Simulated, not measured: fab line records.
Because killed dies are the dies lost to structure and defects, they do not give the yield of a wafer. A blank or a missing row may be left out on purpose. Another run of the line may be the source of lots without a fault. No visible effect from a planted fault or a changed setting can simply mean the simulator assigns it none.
fab line records ; flow n5Finfet ; part 1 of 2: steps 1 to 4 of 6
record: lots: 23; wafers: 69; lastDay: 18
route steps=1938 shown WELL_APT@29 PMOS_HMC_CHANNEL_EPI@68 FIN_SAQP@100
lots untouched by any fault: they come from a run of this same line in which no faults occurred
startH: hours from the record's first day to the start of the lot's first wafer shown ; waitH: hours since the lot's step before ; " the same as in the row above ; L1.1+2: a row that stands for several wafers ; - either no value or no given start ; * or withheld: withheld ; < > ~ a bound
route shown NAME@n: names a module that has steps shown in the file, with the first one's number in the route ; usual: average and standard deviation across the fault-free wafers ; same: alike in all rows ; chamber/n: place in a boat ; sites: the reading at each site ; _std_site: their standard deviation ; _edge_site: the outer-site mean with the inner-site mean subtracted ; radiusMm: for every site, how far away it sits from the centre of the wafer ; mask NAME#n: copy n ; behind: tool/chamber where the wafer was last shaped ; hold: reason for holding the lot/hours on hold/outcome of the hold ; device: names the non-switching transistor (n, p or np) ; end of line: the route-end tests of the same wafers ; a step without rows: its recipe alone ; killed: count of dies lost to structure and defects at first sort (not the wafer's yield) ; map: a wafer's dies, x killed, . not, _ none there
set.NAME: the setting that was run; set.NAME@STEP: the one run at that earlier step ; model.NAME: the simulator's own value behind a step, which no gauge read
the route's steps for a sample of lots (tables are steps, rows are wafers)
services: when a tool's chamber went out of use (startH, in hours from the record's first day, below 0 if earlier), for how many hours, and the reason
== steps ==
step: N5_WELL_APT_OVL_MEAS_09
recipe: pointsPerWafer: 44
usual: NWELL_OVL: 1/5.3
lot.wafer;tool;chamber;startH;waitH;NWELL_OVL[nm]
L074.2;overlay-01;0;13.77;0.0;-5
L074.3;overlay-01;0;13.77;0.0;-10
L074.4;overlay-01;0;13.77;0.0;1
L075.2;overlay-01;0;19.88;0.0;4
L075.3;overlay-01;0;19.88;0.0;8
L075.6;overlay-01;0;19.88;0.0;7
L077.2;overlay-01;0;31.77;0.0;2
L077.3;overlay-01;0;31.77;0.0;0
L077.5;overlay-01;0;31.77;0.0;-6
L078.2;overlay-02;0;37.72;0.0;3
L078.5;overlay-02;0;37.72;0.0;3
L078.6;overlay-02;0;37.72;0.0;1
L079.4;overlay-01;0;43.79;0.0;-6
L079.5;overlay-01;0;43.79;0.0;-5
L079.6;overlay-01;0;43.79;0.0;-7
L080.3;overlay-01;0;49.88;0.0;-12
L080.4;overlay-01;0;49.88;0.0;-2
L080.6;overlay-01;0;49.88;0.0;-5
L081.3;overlay-02;0;55.96;0.0;4
L081.4;overlay-02;0;55.96;0.0;2
L081.5;overlay-02;0;55.96;0.0;8
L082.1;overlay-01;0;61.74;0.0;-5
L082.2;overlay-01;0;61.74;0.0;3
L082.3;overlay-01;0;61.74;0.0;-4
L083.3;overlay-02;0;67.71;0.0;4
L083.4;overlay-02;0;67.71;0.0;-2
L083.6;overlay-02;0;67.71;0.0;6
L084.2;overlay-01;0;73.60;0.0;6
L084.3;overlay-01;0;73.60;0.0;9
L084.5;overlay-01;0;73.60;0.0;2
L085.1;overlay-02;0;79.96;0.0;6
L085.3;overlay-02;0;79.96;0.0;3
L085.6;overlay-02;0;79.96;0.0;2
L086.1;overlay-01;0;85.71;0.0;1
L086.2;overlay-01;0;85.71;0.0;-4
L086.5;overlay-01;0;85.71;0.0;-2
L087.2;overlay-02;0;92.20;0.0;-8
L087.3;overlay-02;0;92.20;0.0;-8
L087.4;overlay-02;0;92.20;0.0;-6
L088.2;overlay-01;0;97.73;0.0;0
L088.3;overlay-01;0;97.73;0.0;5
L088.4;overlay-01;0;97.73;0.0;5
L089.1;overlay-01;0;104.01;0.0;-1
L089.4;overlay-01;0;104.01;0.0;-1
L089.6;overlay-01;0;104.01;0.0;-1
L090.1;overlay-01;0;109.73;0.0;9
L090.3;overlay-01;0;109.73;0.0;13
L090.6;overlay-01;0;109.73;0.0;11
L091.1;overlay-02;0;115.95;0.0;0
L091.3;overlay-02;0;115.95;0.0;1
L091.4;overlay-02;0;115.95;0.0;-2
L092.3;overlay-02;0;121.72;0.0;9
L092.4;overlay-02;0;121.72;0.0;9
L092.6;overlay-02;0;121.72;0.0;2
L093.1;overlay-01;0;127.87;0.1;4
L093.3;overlay-01;0;127.87;0.1;-1
L093.4;overlay-01;0;127.87;0.1;-1
L094.4;overlay-01;0;133.92;0.0;8
L094.5;overlay-01;0;133.92;0.0;-6
L094.6;overlay-01;0;133.92;0.0;-1
L095.1;overlay-01;0;141.07;0.0;4
L095.3;overlay-01;0;141.07;0.0;-3
L095.5;overlay-01;0;141.07;0.0;4
L096.1;overlay-02;0;145.72;0.0;-1
L096.3;overlay-02;0;145.72;0.0;2
L096.4;overlay-02;0;145.72;0.0;-4
L097.3;overlay-02;0;152.10;0.0;5
L097.4;overlay-02;0;152.10;0.0;10
L097.5;overlay-02;0;152.10;0.0;1
step: N5_WELL_APT_DESCUM_13
recipe: chemistry: O2; timeS: 7.9; sourcePowerW: 50; biasPowerW: 20; pressureMtorr: 20; rfFrequencyHz: 2.712e+07; tempC: 40; o2FlowSccm: 225
usual: drypumpMotorCurrentA: 5.8/0.55; oesProductAu: 0.77/0.081; rfVppV: 243.0/1.4; showerheadPlenumPTorr: 2.08/0.07; throttleValvePct: 20.54/0.18
lot.wafer;tool;chamber;startH;waitH;drypumpMotorCurrentA;oesProductAu;rfHoursCounterH;rfVppV;showerheadPlenumPTorr;throttleValvePct
L074.2;rieDiel-01;2;13.82;0.0;6.8;0.82;90;244.8;2.10;20.30
L074.3;rieDiel-01;1;13.82;0.0;6.0;0.67;250;244.5;2.15;20.95
L074.4;rieDiel-01;0;13.82;0.0;5.2;0.71;205;242.8;2.07;20.61
L075.2;rieDiel-01;2;20.51;0.6;6.8;0.81;93;243.4;2.10;20.28
L075.3;rieDiel-01;3;20.51;0.6;5.5;0.81;73;243.6;2.12;20.66
L075.6;rieDiel-01;3;20.51;0.6;5.4;0.82;-;243.2;2.12;20.66
L077.2;rieDiel-01;2;31.85;0.1;6.8;0.81;100;244.4;2.10;20.31
L077.3;rieDiel-01;3;31.85;0.1;5.4;0.81;81;243.4;2.12;20.66
L077.5;rieDiel-01;2;31.85;0.1;6.8;0.80;-;243.1;2.10;20.29
L078.2;rieDiel-05;1;37.93;0.2;6.8;0.74;148;240.5;2.02;20.48
L078.5;rieDiel-05;2;37.93;0.2;5.7;0.68;-;244.1;2.16;21.06
L078.6;rieDiel-05;1;37.93;0.2;6.7;0.74;-;241.1;2.02;20.46
L079.4;rieDiel-05;0;45.17;1.4;6.5;0.87;46;246.5;2.22;20.26
L079.5;rieDiel-05;3;45.17;1.4;5.9;0.71;-;240.5;1.99;20.82
L079.6;rieDiel-05;2;45.17;1.4;5.7;0.67;-;244.6;2.16;21.06
L080.3;rieDiel-01;2;50.05;0.1;6.8;0.80;110;245.1;2.10;20.32
L080.4;rieDiel-01;0;50.05;0.1;5.2;0.69;226;242.5;2.07;20.61
L080.6;rieDiel-01;1;50.05;0.1;5.9;0.98;-;243.6;2.14;20.58
L081.3;rieDiel-01;3;56.01;0.0;5.4;0.79;93;243.9;2.11;20.68
L081.4;rieDiel-01;2;56.01;0.0;6.8;0.80;112;243.2;2.09;20.31
L081.5;rieDiel-01;3;56.01;0.0;5.4;0.78;-;243.0;2.12;20.67
L082.1;rieDiel-05;3;61.80;0.0;6.0;0.71;221;241.9;1.99;20.82
L082.2;rieDiel-05;1;61.80;0.0;6.7;0.74;158;242.1;2.01;20.47
L082.3;rieDiel-05;0;61.80;0.0;6.5;0.87;54;245.2;2.22;20.29
L083.3;rieDiel-02;3;67.84;0.1;5.7;0.77;134;245.0;2.18;20.46
L083.4;rieDiel-02;1;67.84;0.1;5.5;0.79;136;240.4;2.02;20.43
L083.6;rieDiel-02;1;67.84;0.1;5.5;0.78;-;241.6;2.02;20.42
L084.2;rieDiel-05;1;73.66;0.0;6.8;0.73;164;241.6;2.01;20.50
L084.3;rieDiel-05;3;73.66;0.0;5.9;0.71;227;240.8;1.99;20.83
L084.5;rieDiel-05;0;73.66;0.0;6.6;0.86;-;245.7;2.22;20.27
L085.1;rieDiel-02;1;80.02;0.0;5.5;0.77;140;243.3;2.01;20.42
L085.3;rieDiel-02;3;80.02;0.0;5.7;0.77;138;245.3;2.18;20.47
L085.6;rieDiel-02;0;80.02;0.0;6.0;0.70;-;241.6;1.99;20.46
L086.1;rieDiel-01;1;86.15;0.4;6.0;0.93;17;243.5;2.14;20.60
L086.2;rieDiel-01;2;86.15;0.4;6.8;0.78;124;243.3;2.09;20.33
L086.5;rieDiel-01;3;86.15;0.4;5.5;0.78;-;243.6;2.11;20.69
L087.2;rieDiel-01;0;92.30;0.1;5.2;0.68;240;242.7;2.06;20.64
L087.3;rieDiel-01;3;92.30;0.1;5.4;0.78;106;243.7;2.11;20.70
L087.4;rieDiel-01;3;92.30;0.1;5.4;0.78;-;243.5;2.11;20.69
L088.2;rieDiel-02;1;97.79;0.0;5.5;0.76;147;242.5;2.01;20.44
L088.3;rieDiel-02;3;97.79;0.0;5.7;0.77;145;246.7;2.18;20.48
L088.4;rieDiel-02;0;97.79;0.0;6.0;0.69;224;241.9;1.99;20.47
L089.1;rieDiel-02;2;104.06;0.0;5.1;0.69;241;242.5;2.06;20.52
L089.4;rieDiel-02;1;104.06;0.0;5.5;0.76;150;241.9;2.01;20.45
L089.6;rieDiel-02;2;104.06;0.0;5.1;0.70;-;242.0;2.06;20.51
L090.1;rieDiel-01;2;109.84;0.1;6.8;0.77;130;242.1;2.09;20.34
L090.3;rieDiel-01;3;109.84;0.1;5.4;0.77;111;242.8;2.11;20.70
L090.6;rieDiel-01;0;109.84;0.1;5.2;0.68;-;242.3;2.06;20.64
L091.1;rieDiel-05;2;116.01;0.0;5.7;0.93;11;244.0;2.15;20.68
L091.3;rieDiel-05;1;116.01;0.0;6.8;0.73;182;242.6;2.01;20.52
L091.4;rieDiel-05;0;116.01;0.0;6.5;0.83;77;244.2;2.21;20.30
L092.3;rieDiel-02;1;121.81;0.1;5.5;0.76;158;240.5;2.01;20.46
L092.4;rieDiel-02;3;121.81;0.1;5.7;0.76;154;244.8;2.18;20.49
L092.6;rieDiel-02;2;121.81;0.1;5.1;0.69;-;242.7;2.05;20.53
L093.1;rieDiel-05;3;127.93;0.0;5.9;0.70;249;241.7;1.98;20.87
L093.3;rieDiel-05;2;127.93;0.0;5.7;0.91;16;244.2;2.15;20.66
L093.4;rieDiel-05;0;127.93;0.0;6.6;0.83;82;243.8;2.21;20.33
L094.4;rieDiel-02;1;134.01;0.1;5.4;0.75;-;239.8;2.01;20.46
L094.5;rieDiel-02;0;134.01;0.1;6.0;0.69;-;243.0;1.98;20.51
L094.6;rieDiel-02;3;134.01;0.1;5.7;0.75;-;244.6;2.18;20.50
L095.1;rieDiel-02;3;141.13;0.0;5.7;0.75;161;244.5;2.18;20.49
L095.3;rieDiel-02;1;141.13;0.0;5.5;0.75;166;241.0;2.01;20.47
L095.5;rieDiel-02;3;141.13;0.0;5.7;0.75;-;245.5;2.18;20.51
L096.1;rieDiel-01;2;145.81;0.1;6.8;0.76;146;244.3;2.08;20.36
L096.3;rieDiel-01;1;145.81;0.1;6.0;0.88;42;243.2;2.13;20.62
L096.4;rieDiel-01;3;145.81;0.1;5.4;0.75;127;243.2;2.10;20.73
L097.3;rieDiel-02;1;152.19;0.1;5.5;0.75;173;241.0;2.00;20.47
L097.4;rieDiel-02;0;152.19;0.1;6.0;0.68;249;241.0;1.98;20.51
L097.5;rieDiel-02;2;152.19;0.1;5.1;0.98;-;241.8;2.05;20.17
step: N5_PMOS_HMC_CHANNEL_EPI_DESCUM_14
recipe: chemistry: O2; timeS: 7.9; sourcePowerW: 50; biasPowerW: 20; pressureMtorr: 20; rfFrequencyHz: 2.712e+07; tempC: 40; resist: CAR-ArF-block; o2FlowSccm: 225
usual: drypumpMotorCurrentA: 5.7/0.49; oesProductAu: 0.78/0.07; rfVppV: 243.1/1.3; showerheadPlenumPTorr: 2.10/0.062; throttleValvePct: 20.48/0.17
lot.wafer;tool;chamber;startH;waitH;drypumpMotorCurrentA;oesProductAu;rfHoursCounterH;rfVppV;showerheadPlenumPTorr;throttleValvePct
L074.2;rieDiel-04;1;17.39;0.0;5.0;0.82;86;242.9;2.13;20.54
L074.3;rieDiel-04;3;17.39;0.0;6.3;0.83;88;242.9;2.12;20.29
L074.4;rieDiel-04;2;17.39;0.0;6.1;0.76;162;242.4;2.10;20.51
L075.2;rieDiel-04;3;24.68;0.5;6.3;0.82;91;242.6;2.12;20.30
L075.3;rieDiel-04;0;24.68;0.5;5.1;0.72;199;243.9;2.17;20.54
L075.6;rieDiel-04;2;24.68;0.5;6.1;0.75;-;242.7;2.10;20.52
L077.2;rieDiel-04;2;36.68;0.0;6.1;0.75;169;243.0;2.10;20.54
L077.3;rieDiel-04;3;36.68;0.0;6.3;0.82;96;242.7;2.12;20.30
L077.5;rieDiel-04;3;36.68;0.0;6.3;0.81;-;242.4;2.12;20.31
L078.2;rieDiel-03;3;41.44;0.0;5.0;0.71;222;240.9;1.98;20.54
L078.5;rieDiel-03;1;41.44;0.0;5.8;0.87;-;243.1;2.14;20.11
L078.6;rieDiel-03;3;41.44;0.0;5.0;0.71;-;241.0;1.98;20.57
L079.4;rieDiel-03;1;49.40;0.0;5.8;0.88;-;244.2;2.14;20.13
L079.5;rieDiel-03;0;49.40;0.0;6.3;0.77;-;239.1;2.00;20.49
L079.6;rieDiel-03;3;49.40;0.0;5.0;0.71;-;240.1;1.98;20.57
L080.3;rieDiel-04;3;53.77;0.0;6.3;0.81;101;242.2;2.12;20.31
L080.4;rieDiel-04;2;53.77;0.0;6.1;0.75;-;244.0;2.09;20.52
L080.6;rieDiel-04;3;53.77;0.0;6.3;0.81;-;244.1;2.12;20.30
L081.3;rieDiel-06;3;59.79;0.0;5.8;0.75;157;241.4;2.01;20.68
L081.4;rieDiel-06;2;59.79;0.0;5.7;0.71;238;244.1;2.15;20.76
L081.5;rieDiel-06;2;59.79;0.0;5.7;0.70;-;245.5;2.15;20.80
L082.1;rieDiel-03;3;65.21;0.0;5.0;0.70;230;242.1;1.98;20.56
L082.2;rieDiel-03;0;65.21;0.0;6.3;0.75;174;241.0;1.99;20.49
L082.3;rieDiel-03;1;65.21;0.0;5.7;0.87;41;243.2;2.14;20.14
L083.3;rieDiel-04;3;71.56;0.5;6.3;0.80;107;243.5;2.11;20.33
L083.4;rieDiel-04;0;71.56;0.5;5.0;0.72;210;243.6;2.16;20.57
L083.6;rieDiel-04;0;71.56;0.5;5.0;0.71;-;242.3;2.16;20.55
L084.2;rieDiel-03;3;77.12;0.2;5.0;0.71;236;240.5;1.98;20.58
L084.3;rieDiel-03;0;77.12;0.2;6.3;0.75;179;242.4;1.99;20.51
L084.5;rieDiel-03;3;77.12;0.2;5.0;0.70;-;242.4;1.98;20.57
L085.1;rieDiel-04;0;83.37;0.0;5.0;0.71;214;245.3;2.16;20.56
L085.3;rieDiel-04;3;83.37;0.0;6.4;0.80;112;243.1;2.11;20.32
L085.6;rieDiel-04;3;83.37;0.0;6.3;0.80;-;242.0;2.11;20.34
L086.1;rieDiel-04;0;89.88;0.3;5.0;0.70;216;243.7;2.16;20.57
L086.2;rieDiel-04;3;89.88;0.3;6.3;0.80;114;242.0;2.11;20.33
L086.5;rieDiel-04;2;89.88;0.3;6.1;0.73;-;243.2;2.09;20.55
L087.2;rieDiel-06;3;95.76;0.0;5.8;0.75;168;240.5;2.00;20.70
L087.3;rieDiel-06;0;95.76;0.0;5.6;0.91;19;245.1;2.13;20.32
L087.4;rieDiel-06;3;95.76;0.0;5.8;0.75;-;242.5;2.00;20.69
L088.2;rieDiel-06;3;101.75;0.0;5.8;0.74;170;240.4;2.00;20.70
L088.3;rieDiel-06;2;101.75;0.0;5.6;0.70;251;244.2;2.14;20.80
L088.4;rieDiel-06;2;101.75;0.0;5.6;0.69;-;244.1;2.14;20.81
L089.1;rieDiel-03;1;107.54;0.1;5.7;0.86;52;243.6;2.13;20.13
L089.4;rieDiel-03;2;107.54;0.1;5.7;0.94;14;244.9;2.06;20.17
L089.6;rieDiel-03;2;107.54;0.1;5.7;0.93;-;243.9;2.06;20.17
L090.1;rieDiel-06;3;113.84;0.0;5.8;0.75;175;242.8;2.00;20.69
L090.3;rieDiel-06;0;113.84;0.0;5.6;0.89;27;244.5;2.13;20.36
L090.6;rieDiel-06;0;113.84;0.0;5.6;0.90;-;244.3;2.13;20.35
L091.1;rieDiel-06;0;119.92;0.1;5.6;0.89;30;243.6;2.13;20.35
L091.3;rieDiel-06;3;119.92;0.1;5.8;0.75;179;242.1;2.00;20.70
L091.4;rieDiel-06;3;119.92;0.1;5.7;0.74;-;242.3;2.00;20.69
L092.3;rieDiel-04;2;125.24;0.2;6.1;0.73;196;241.3;2.09;20.58
L092.4;rieDiel-04;1;125.24;0.2;5.0;0.77;123;244.0;2.11;20.59
L092.6;rieDiel-04;1;125.24;0.2;5.1;0.77;-;243.9;2.11;20.61
L093.1;rieDiel-04;2;131.28;0.0;6.1;0.73;197;241.8;2.09;20.56
L093.3;rieDiel-04;1;131.28;0.0;5.1;0.77;125;244.1;2.11;20.59
L093.4;rieDiel-04;0;131.28;0.0;5.1;0.69;231;244.7;2.16;20.59
L094.4;rieDiel-03;1;137.37;0.0;5.8;0.85;-;243.2;2.13;20.16
L094.5;rieDiel-03;2;137.37;0.0;5.7;0.90;-;242.6;2.06;20.21
L094.6;rieDiel-03;0;137.37;0.0;6.3;0.74;-;241.0;1.99;20.56
L095.1;rieDiel-04;3;144.94;0.0;6.3;0.79;128;243.5;2.11;20.37
L095.3;rieDiel-04;1;144.94;0.0;5.0;0.77;130;244.2;2.11;20.62
L095.5;rieDiel-04;3;144.94;0.0;6.3;0.79;-;243.9;2.11;20.35
L096.1;rieDiel-04;3;150.16;0.6;6.3;0.78;129;244.5;2.11;20.36
L096.3;rieDiel-04;0;150.16;0.6;5.1;0.69;236;243.8;2.15;20.59
L096.4;rieDiel-04;1;150.16;0.6;5.0;0.77;131;245.0;2.11;20.62
L097.3;rieDiel-03;2;156.05;0.0;5.7;0.89;32;243.1;2.05;20.21
L097.4;rieDiel-03;0;156.05;0.0;6.2;0.73;208;240.5;1.98;20.57
L097.5;rieDiel-03;3;156.05;0.0;5.0;0.95;-;245.2;2.23;20.17
step: N5_PMOS_HMC_CHANNEL_EPI_HM_OPEN_15
recipe: chemistry: CHF3/O2; target: SiO2; maskMaterial: CAR-ArF-block; targetDepthA: 406; CHF3_flow_sccm: 50; O2_flow_sccm: 5; Ar_flow_sccm: 200; timeS: 20.3; pressureMtorr: 30; sourceW: 650; biasW: 170; ionEnergyEv: 200
usual: drypumpMotorCurrentA: 5.7/0.49; oesProductAu: 0.78/0.069; rfVppV: 522/6; showerheadPlenumPTorr: 2.41/0.066; throttleValvePct: 18.93/0.19
lot.wafer;tool;chamber;startH;waitH;drypumpMotorCurrentA;oesProductAu;rfHoursCounterH;rfVppV;showerheadPlenumPTorr;throttleValvePct
L074.2;rieDiel-04;1;17.46;0.0;5.1;0.82;86;521;2.44;18.95
L074.3;rieDiel-04;3;17.46;0.0;6.3;0.83;88;529;2.43;18.68
L074.4;rieDiel-04;2;17.46;0.0;6.1;0.76;162;522;2.40;18.91
L075.2;rieDiel-04;3;24.76;0.0;6.4;0.83;91;530;2.43;18.70
L075.3;rieDiel-04;0;24.76;0.0;5.0;0.72;199;522;2.49;19.04
L075.6;rieDiel-04;2;24.76;0.0;6.1;0.76;-;522;2.40;18.93
L077.2;rieDiel-04;2;36.76;0.0;6.1;0.75;169;524;2.40;18.91
L077.3;rieDiel-04;3;36.76;0.0;6.3;0.82;96;530;2.43;18.72
L077.5;rieDiel-04;3;36.76;0.0;6.3;0.82;-;530;2.43;18.72
L078.2;rieDiel-03;3;41.52;0.0;5.0;0.72;222;517;2.29;19.01
L078.5;rieDiel-03;1;41.52;0.0;5.8;0.86;-;530;2.46;18.56
L078.6;rieDiel-03;3;41.52;0.0;5.0;0.72;-;517;2.29;19.00
L079.4;rieDiel-03;1;49.49;0.0;5.8;0.87;-;529;2.46;18.56
L079.5;rieDiel-03;0;49.49;0.0;6.2;0.76;-;511;2.32;19.04
L079.6;rieDiel-03;3;49.49;0.0;5.0;0.71;-;517;2.29;19.01
L080.3;rieDiel-04;3;53.85;0.0;6.3;0.81;101;531;2.43;18.72
L080.4;rieDiel-04;2;53.85;0.0;6.1;0.75;-;523;2.40;18.93
L080.6;rieDiel-04;3;53.85;0.0;6.3;0.80;-;529;2.43;18.73
L081.3;rieDiel-06;3;59.87;0.0;5.8;0.77;157;514;2.32;19.13
L081.4;rieDiel-06;2;59.87;0.0;5.6;0.71;238;526;2.47;19.27
L081.5;rieDiel-06;2;59.87;0.0;5.6;0.71;-;528;2.47;19.25
L082.1;rieDiel-03;3;65.29;0.0;5.0;0.70;230;517;2.28;19.03
L082.2;rieDiel-03;0;65.29;0.0;6.2;0.76;174;510;2.31;19.05
L082.3;rieDiel-03;1;65.29;0.0;5.8;0.86;41;528;2.46;18.56
L083.3;rieDiel-04;3;71.64;0.0;6.3;0.81;107;531;2.42;18.73
L083.4;rieDiel-04;0;71.64;0.0;5.1;0.72;210;520;2.49;19.06
L083.6;rieDiel-04;0;71.64;0.0;5.1;0.71;-;521;2.49;19.04
L084.2;rieDiel-03;3;77.20;0.0;5.0;0.70;236;516;2.28;19.03
L084.3;rieDiel-03;0;77.20;0.0;6.3;0.76;180;513;2.31;19.09
L084.5;rieDiel-03;3;77.20;0.0;5.0;0.71;-;516;2.28;19.02
L085.1;rieDiel-04;0;83.44;0.0;5.1;0.71;214;521;2.49;19.06
L085.3;rieDiel-04;3;83.44;0.0;6.3;0.79;112;531;2.42;18.76
L085.6;rieDiel-04;3;83.44;0.0;6.3;0.81;-;529;2.42;18.75
L086.1;rieDiel-04;0;89.96;0.0;5.0;0.70;216;519;2.49;19.06
L086.2;rieDiel-04;3;89.96;0.0;6.3;0.80;114;530;2.42;18.74
L086.5;rieDiel-04;2;89.96;0.0;6.1;0.74;-;522;2.39;18.95
L087.2;rieDiel-06;3;95.84;0.0;5.8;0.76;168;516;2.31;19.15
L087.3;rieDiel-06;0;95.84;0.0;5.6;0.92;19;528;2.46;18.80
L087.4;rieDiel-06;3;95.84;0.0;5.8;0.75;-;516;2.31;19.17
L088.2;rieDiel-06;3;101.83;0.0;5.8;0.75;170;516;2.31;19.18
L088.3;rieDiel-06;2;101.83;0.0;5.6;0.69;251;526;2.46;19.29
L088.4;rieDiel-06;2;101.83;0.0;5.6;0.70;-;528;2.46;19.30
L089.1;rieDiel-03;1;107.61;0.0;5.8;0.84;52;530;2.46;18.58
L089.4;rieDiel-03;2;107.61;0.0;5.7;0.91;14;514;2.37;18.59
L089.6;rieDiel-03;2;107.61;0.0;5.7;0.92;-;514;2.37;18.60
L090.1;rieDiel-06;3;113.92;0.0;5.8;0.74;175;516;2.31;19.17
L090.3;rieDiel-06;0;113.92;0.0;5.6;0.89;27;529;2.46;18.81
L090.6;rieDiel-06;0;113.92;0.0;5.6;0.90;-;529;2.46;18.81
L091.1;rieDiel-06;0;120.00;0.0;5.6;0.89;30;530;2.45;18.82
L091.3;rieDiel-06;3;120.00;0.0;5.8;0.75;179;514;2.31;19.18
L091.4;rieDiel-06;3;120.00;0.0;5.8;0.74;-;514;2.31;19.18
L092.3;rieDiel-04;2;125.31;0.0;6.1;0.73;196;522;2.39;18.95
L092.4;rieDiel-04;1;125.31;0.0;5.0;0.78;123;521;2.42;19.02
L092.6;rieDiel-04;1;125.31;0.0;5.0;0.78;-;521;2.42;19.01
L093.1;rieDiel-04;2;131.36;0.0;6.1;0.73;197;522;2.39;18.97
L093.3;rieDiel-04;1;131.36;0.0;5.1;0.78;125;520;2.42;19.03
L093.4;rieDiel-04;0;131.36;0.0;5.0;0.70;231;521;2.48;19.10
L094.4;rieDiel-03;1;137.45;0.0;5.8;0.83;-;529;2.45;18.62
L094.5;rieDiel-03;2;137.45;0.0;5.7;0.90;-;513;2.36;18.61
L094.6;rieDiel-03;0;137.45;0.0;6.3;0.74;-;511;2.30;19.09
L095.1;rieDiel-04;3;145.02;0.0;6.3;0.79;128;530;2.41;18.79
L095.3;rieDiel-04;1;145.02;0.0;5.1;0.77;130;520;2.42;19.02
L095.5;rieDiel-04;3;145.02;0.0;6.3;0.79;-;530;2.42;18.77
L096.1;rieDiel-04;3;150.24;0.0;6.3;0.79;129;531;2.41;18.76
L096.3;rieDiel-04;0;150.24;0.0;5.1;0.70;236;519;2.48;19.09
L096.4;rieDiel-04;1;150.24;0.0;5.1;0.77;131;521;2.42;19.03
L097.3;rieDiel-03;2;156.12;0.0;5.7;0.87;32;513;2.36;18.62
L097.4;rieDiel-03;0;156.12;0.0;6.2;0.73;208;508;2.30;19.12
L097.5;rieDiel-03;3;156.12;0.0;4.9;0.95;-;525;2.56;18.65
